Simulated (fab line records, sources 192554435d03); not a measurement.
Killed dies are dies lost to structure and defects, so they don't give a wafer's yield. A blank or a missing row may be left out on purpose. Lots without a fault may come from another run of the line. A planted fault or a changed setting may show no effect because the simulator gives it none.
Split-lot experiment | flow n5_finfet | 7 lots, 39 wafers read, on a route of 1938 steps

THE SPLIT
At N5_BEOL_M9_ETCH_62 (etches SOC in N2/H2, target depth 110 nm, overetch 22 nm, time 165 s), the setting time_s was moved away from the recipe's 165 s on 15 of the 39 wafers read, by -55.3% to +50.4%. The other wafers ran this setting at the recipe's value.

The reading is taken at the split's own step.

THE READING
SiARC_of_BEOL_M9_COAT_60.thk_nm (the simulator's own value, which no gauge read), in nm, at N5_BEOL_M9_ETCH_62 (etches SOC in N2/H2, target depth 110 nm, overetch 22 nm, time 165 s). The file gives no usual value for it. The 24 wafers here that ran the recipe average 23.4 nm, standard deviation 0.38 nm.

wafer  | tool, chamber at the split | time_s as run, s | against the recipe | SiARC_of_BEOL_M9_COAT_60.thk_nm, nm | against lot-mates on the recipe
L076.1 | rie_diel-05, 2             | 86.37            | -47.7%             | 26.6                                | +2.9
L076.2 | rie_diel-05, 3             | 86.37            | -47.7%             | 26.6                                | +2.9
L076.3 | rie_diel-05, 0             | 86.37            | -47.7%             | 26.8                                | +3.1
L076.4 | rie_diel-05, 1             | 165              | recipe             | 24                                  | -
L076.5 | rie_diel-05, 2             | 165              | recipe             | 23.6                                | -
L076.6 | rie_diel-05, 3             | 165              | recipe             | 23.6                                | -
L078.1 | rie_diel-02, 0             | 165              | recipe             | 23.2                                | -
L078.2 | rie_diel-02, 1             | 165              | recipe             | 23.8                                | -
L078.3 | rie_diel-02, 3             | 165              | recipe             | 23.4                                | -
L084.1 | rie_diel-06, 3             | 130.2            | -21.1%             | 24.4                                | +1.0
L084.2 | rie_diel-06, 1             | 130.2            | -21.1%             | 25                                  | +1.6
L084.3 | rie_diel-06, 0             | 130.2            | -21.1%             | 25                                  | +1.6
L084.4 | rie_diel-06, 2             | 165              | recipe             | 23.8                                | -
L084.5 | rie_diel-06, 3             | 165              | recipe             | 22.8                                | -
L084.6 | rie_diel-06, 2             | 165              | recipe             | 23.6                                | -
L083.1 | rie_diel-02, 3             | 222.2            | +34.7%             | 21.2                                | -2.3
L083.2 | rie_diel-02, 0             | 222.2            | +34.7%             | 21                                  | -2.5
L083.3 | rie_diel-02, 2             | 165              | recipe             | 24                                  | -
L083.4 | rie_diel-02, 3             | 165              | recipe             | 23.4                                | -
L083.5 | rie_diel-02, 0             | 165              | recipe             | 23.2                                | -
L083.6 | rie_diel-02, 2             | 222.2            | +34.7%             | 21.8                                | -1.7
L085.1 | rie_diel-06, 3             | 165              | recipe             | 22.8                                | -
L085.2 | rie_diel-06, 0             | 73.83            | -55.3%             | 27                                  | +4.0
L085.3 | rie_diel-06, 1             | 73.83            | -55.3%             | 27                                  | +4.0
L085.4 | rie_diel-06, 2             | 165              | recipe             | 23.4                                | -
L085.5 | rie_diel-06, 3             | 165              | recipe             | 22.8                                | -
L085.6 | rie_diel-06, 0             | 73.83            | -55.3%             | 27                                  | +4.0
L094.1 | rie_diel-06, 1             | 165              | recipe             | 23.4                                | -
L094.2 | rie_diel-06, 3             | 165              | recipe             | 22.8                                | -
L094.3 | rie_diel-06, 2             | 165              | recipe             | 23.6                                | -
L094.4 | rie_diel-06, 1             | 165              | recipe             | 23.4                                | -
L094.5 | rie_diel-06, 2             | 165              | recipe             | 23.6                                | -
L094.6 | rie_diel-06, 3             | 165              | recipe             | 22.8                                | -
L093.1 | rie_diel-06, 3             | 165              | recipe             | 23                                  | -
L093.2 | rie_diel-06, 0             | 248.2            | +50.4%             | 20.6                                | -2.6
L093.3 | rie_diel-06, 1             | 248.2            | +50.4%             | 20.4                                | -2.8
L093.4 | rie_diel-06, 0             | 248.2            | +50.4%             | 20.6                                | -2.6
L093.5 | rie_diel-06, 3             | 165              | recipe             | 23                                  | -
L093.6 | rie_diel-06, 1             | 165              | recipe             | 23.6                                | -

THE FIT
A straight line over all 39 wafers: SiARC_of_BEOL_M9_COAT_60.thk_nm changes by -0.0629 nm for each +1% of time_s; r = -0.98; the points scatter about the line by 0.35 nm.
The same after taking each lot's own level away (the mean of its wafers on the recipe; 39 wafers): -0.0629 nm for each +1%; r = -0.98; scatter 0.34 nm.
On that fit, the largest move of time_s shifts the reading by 3.5 nm.
The lots' own levels span 23.00 to 23.73 nm, that is 1.9 times the standard deviation above.
So the lot-to-lot level changes the slope little: the two slopes agree.
Check: with one of the wafers moved furthest among these (-55.3%) left out of the fit, the line predicts +3.49 nm for it against its lot-mates. It came out at +4 nm against them.

THE WHOLE CHAIN: every reading that the file lists as answering this split, in the file's order
step                  | what it does                                                         | reading                                                                          | change (the file's fit)                                                            | r (the file's)
N5_BEOL_M9_ETCH_62    | etches SOC in N2/H2, target depth 110 nm, overetch 22 nm, time 165 s | etch.depth_nm (the simulator's own value, which no gauge read)                   | not straight: 57.87 at the lowest setting, 100.1 at the recipe, 100 at the highest | not given
N5_BEOL_M9_ETCH_62    | etches SOC in N2/H2, target depth 110 nm, overetch 22 nm, time 165 s | SiARC_of_BEOL_M9_COAT_60.thk_nm (the simulator's own value, which no gauge read) | -0.0632 nm for each +1% of the setting                                             | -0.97
N5_BEOL_M9_HM_OPEN_17 | chemistry Cl2/BCl3, target TiN, target depth 20 nm, overetch 6 nm    | oes_product_au                                                                   | not straight: 0.32 at the lowest setting, 0.73 at the recipe, 0.55 at the highest  | not given

THE FILE'S OWN FIT
SiARC_of_BEOL_M9_COAT_60.thk_nm changes by -0.0632 nm for each +1% of time_s, r = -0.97.
